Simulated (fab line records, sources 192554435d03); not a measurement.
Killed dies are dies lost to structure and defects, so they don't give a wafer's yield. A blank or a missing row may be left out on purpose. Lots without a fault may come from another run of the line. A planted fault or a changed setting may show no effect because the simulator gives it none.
Split-lot experiment | flow n5_finfet | 7 lots, 21 wafers read, on a route of 1938 steps

THE SPLIT
At N5_BEOL_M6_TRENCH_ETCH_37 (etches SiCOH lowk in C4F6/O2, target depth 94.435 nm, time 31.5 s), the setting source_w was moved away from the recipe's 345 W on 5 of the 21 wafers read, by -16.1% to +15.2%. The other wafers ran this setting at the recipe's value.

FROM THE SPLIT TO THE READING: what the file shows between them, 12 steps
- N5_BEOL_M6_ETCH_41: etches SiCN in CH3F/O2, target depth 29.7 nm, time 52 s
- N5_BEOL_M6_STRIP_80: strips in N2/H2, time 10 s
- N5_BEOL_M6_OCD_MEAS_38
- N5_BEOL_M6_ALD_77: deposits TaN, target thk 2 nm, pulse time 2 s, purge time 3 s (also split here: ald_cycles)
- N5_BEOL_M6_SURFACE_TREAT_79
- N5_BEOL_M6_CVD_78: deposits Co from CCTBA/H2, target thk 2 nm, time 142.3 s
- N5_BEOL_M6_ECD_50: material Cu, target thk 300 nm
- N5_BEOL_M6_ANNEAL_51: time 90 s
- N5_BEOL_M6_CMP_52: polishes, stops on SiCOH lowk, t overpolish 6.9 s, target thk 80 nm
- N5_BEOL_M6_THK_MEAS_53: measures by xrf
- N5_BEOL_M6_PRE_CLEAN_55: time 15 s
- N5_BEOL_M6_DEP_56: deposits SiCN from 3MS/NH3, target thk 10 nm, time 17.5 s

THE READING
M6_RS, in ohm/sq, at N5_BEOL_M6_RS_MEAS_57 (measures by four-point-probe). Fault-free wafers of this fab line usually give 0.285 ohm/sq, standard deviation 0.0062 ohm/sq.

wafer  | tool, chamber at the split | source_w as run, W | against the recipe | M6_RS, ohm/sq | against lot-mates on the recipe
L076.2 | rie_diel-06, 0             | 345                | recipe             | 0.293         | -
L076.4 | rie_diel-06, 1             | 345                | recipe             | 0.302         | -
L076.5 | rie_diel-06, 0             | 345                | recipe             | 0.297         | -
L078.2 | rie_diel-06, 2             | 305.1              | -11.6%             | 0.307         | +0.010
L078.3 | rie_diel-06, 0             | 305.1              | -11.6%             | 0.310         | +0.013
L078.4 | rie_diel-06, 1             | 345                | recipe             | 0.297         | -
L079.4 | rie_diel-04, 0             | 345                | recipe             | 0.294         | -
L079.5 | rie_diel-04, 1             | 345                | recipe             | 0.284         | -
L079.6 | rie_diel-04, 2             | 289.5              | -16.1%             | 0.321         | +0.032
L081.1 | rie_diel-05, 1             | 345                | recipe             | 0.287         | -
L081.2 | rie_diel-05, 3             | 345                | recipe             | 0.296         | -
L081.6 | rie_diel-05, 2             | 345                | recipe             | 0.284         | -
L083.3 | rie_diel-05, 2             | 345                | recipe             | 0.274         | -
L083.4 | rie_diel-05, 0             | 345                | recipe             | 0.279         | -
L083.5 | rie_diel-05, 0             | 397.6              | +15.2%             | 0.259         | -0.018
L084.2 | rie_diel-06, 3             | 345                | recipe             | 0.284         | -
L084.3 | rie_diel-06, 2             | 345                | recipe             | 0.278         | -
L084.6 | rie_diel-06, 2             | 345                | recipe             | 0.276         | -
L096.2 | rie_diel-05, 0             | 345                | recipe             | 0.279         | -
L096.4 | rie_diel-05, 3             | 345                | recipe             | 0.278         | -
L096.5 | rie_diel-05, 1             | 378.7              | +9.8%              | 0.264         | -0.015

THE FIT
A straight line over all 21 wafers: M6_RS changes by -0.002 ohm/sq for each +1% of source_w; r = -0.86; the points scatter about the line by 0.008 ohm/sq.
The same after taking each lot's own level away (the mean of its wafers on the recipe; 21 wafers): -0.00139 ohm/sq for each +1%; r = -0.90; scatter 0.0044 ohm/sq.
On that fit, the largest move of source_w shifts the reading by 0.022 ohm/sq.
The lots' own levels span 0.2765 to 0.2973 ohm/sq, that is 3.4 times the standard deviation above.
So the lot-to-lot level changes the slope: the two fits differ.
Check: with one of the wafers moved furthest among these (-16.1%) left out of the fit, the line predicts +0.0179 ohm/sq for it against its lot-mates. It came out at +0.032 ohm/sq against them.
Tool readings at the split's step, against how far the setting was moved: rf_vpp_V r = -0.96.

OTHER SPLITS ON THESE WAFERS
These wafers also went through other splits before the reading. Each is held against what the fit with the lots' levels taken away leaves over:
other split on the same wafers | wafers away from the commonest value | r with M6_RS (lot level and that fit taken away)
N5_BEOL_M6_ETCH_62 time_s      | 8                                    | +0.37
N5_BEOL_M6_ALD_77 ald_cycles   | 7                                    | -0.15

THE WHOLE CHAIN: every reading that the file lists as answering this split, in the file's order
step                      | what it does                                                        | reading                                                                      | change (the file's fit)               | r (the file's)
N5_BEOL_M6_TRENCH_ETCH_37 | etches SiCOH lowk in C4F6/O2, target depth 94.435 nm, time 31.5 s   | rf_vpp_V                                                                     | -3.72 V for each +1% of the setting   | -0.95
N5_BEOL_M6_TRENCH_ETCH_37 | etches SiCOH lowk in C4F6/O2, target depth 94.435 nm, time 31.5 s   | BEOL_M6.feature_depth_nm (the simulator's own value, which no gauge read)    | +0.35 nm for each +1% of the setting  | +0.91
N5_BEOL_M6_TRENCH_ETCH_37 | etches SiCOH lowk in C4F6/O2, target depth 94.435 nm, time 31.5 s   | etch.depth_nm (the simulator's own value, which no gauge read)               | +0.35 nm for each +1% of the setting  | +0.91
N5_BEOL_M6_OCD_MEAS_38    |                                                                     | trench_depth_nm                                                              | +0.389 nm for each +1% of the setting | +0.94
N5_BEOL_M6_CMP_52         | polishes, stops on SiCOH lowk, t overpolish 6.9 s, target thk 80 nm | Cu_of_BEOL_M6_ECD_50.thk_nm (the simulator's own value, which no gauge read) | +0.342 nm for each +1% of the setting | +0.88
N5_BEOL_M6_THK_MEAS_53    | measures by xrf                                                     | M6_THK                                                                       | +0.342 for each +1% of the setting    | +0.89
N5_BEOL_M6_RS_MEAS_57     | measures by four-point-probe                                        | M6_RS                                                                        | -0.00147 for each +1% of the setting  | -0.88

THE FILE'S OWN FIT
M6_RS changes by -0.00147 ohm/sq for each +1% of source_w, r = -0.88.
